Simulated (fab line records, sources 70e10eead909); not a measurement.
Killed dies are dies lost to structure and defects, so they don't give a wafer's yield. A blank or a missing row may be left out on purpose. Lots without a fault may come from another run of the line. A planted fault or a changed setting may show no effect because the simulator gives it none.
One fault seen from 2 desks | flow nand_harc | each desk has only its own numbers; what lay behind them comes last

THE METROLOGY DESK
What the gauges read, lot by lot, whatever tool the lot ran on: means of the sampled wafers that have a number. A lot is out of limits, marked OUT, if its mean lies more than 4 standard deviations from the usual mean; the brackets give that distance.
Columns: A = thk_nm at NHARC_A_M0_THK_MEAS_24, usual 113.9 nm; B = cd_nm at NHARC_A_M1_CD_MEAS_16, usual 119.8 nm
lot  | first seen here | A     | B
L154 | day 18 03:27    | 113.2 | 119.4
L161 | day 19 15:17    | 112.7 | 120.4
L164 | day 20 04:23    | 112.9 | 119.1
L167 | day 20 12:16    | 114.5 | 120.8
L165 | day 20 21:47    | 114.7 | 120.3
L169 | day 21 12:31    | 114.7 | 119.7
L171 | day 21 19:09    | 115.2 | 119.6
L170 | day 22 03:07    | 114.6 | 119.8
L173 | day 22 03:39    | 113.5 | 118.4
L172 | day 22 04:16    | 114.2 | 120.6
L176 | day 23 05:13    | 114.1 | 119.4
L175 | day 23 16:20    | 113.6 | 121.7
This desk's finding: nothing out of limits on any of the 12 lots.

THE TOOL OWNER'S DESK: rie_diel-03
The tool's own readings at NHARC_A_M1_ETCH_28 (etches the open film in CF4/N2, target depth 30 nm, time 72.99 s): means of the sampled wafers that have a number, for each lot that ran on this tool. A lot is out of limits, marked OUT, if its mean lies more than 4 standard deviations from the usual mean; the brackets give that distance.
Columns: A = drypump_motor_current_A at NHARC_A_M1_ETCH_28, usual 5.9 A; B = oes_product_au at NHARC_A_M1_ETCH_28, usual 0.996 a.u.; C = rf_vpp_V at NHARC_A_M1_ETCH_28, usual 314.2 V; D = run_length_s at NHARC_A_M1_ETCH_28, usual 94.3 s; E = showerhead_plenum_p_Torr at NHARC_A_M1_ETCH_28, usual 2.63 Torr; F = throttle_valve_pct at NHARC_A_M1_ETCH_28, usual 19.795 %
lot  | first seen here | A   | B     | C     | D              | E    | F
L154 | day 18 06:05    | 5.7 | 0.994 | 315.1 | 93.9           | 2.71 | 19.798
L161 | day 19 17:44    | 5.1 | 0.992 | 312.1 | 87.8 (-13) OUT | 2.53 | 19.796
L164 | day 20 06:40    | 5.3 | 0.988 | 314.7 | 87.8 (-13) OUT | 2.64 | 19.794
L176 | day 23 08:58    | 5.6 | 0.990 | 312.7 | 93.9           | 2.54 | 19.795
This desk's finding: out of limits on L161, L164; first on L161, day 19 17:44 (run_length_s at NHARC_A_M1_ETCH_28). In limits: L154, L176.

PUT TOGETHER
The tool owner's desk could have raised an alarm at day 19 17:44, on L161, L164.
The metrology desk saw nothing out of limits.
The metrology desk has L161, L164 on record, within its limits.
Of the lots named, all ran NHARC_A_M1_ETCH_28 on rie_diel-03.

WHAT THE SIMULATOR HAD PUT IN
Process parameter drift: rie_diel-03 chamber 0, from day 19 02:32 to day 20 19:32, at NHARC_A_M1_ETCH_28. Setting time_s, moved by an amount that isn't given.
Lots struck among those shown: L161, L164.
Hours from the fault's start to each desk's first reading out of limits: the tool owner's desk, 15.
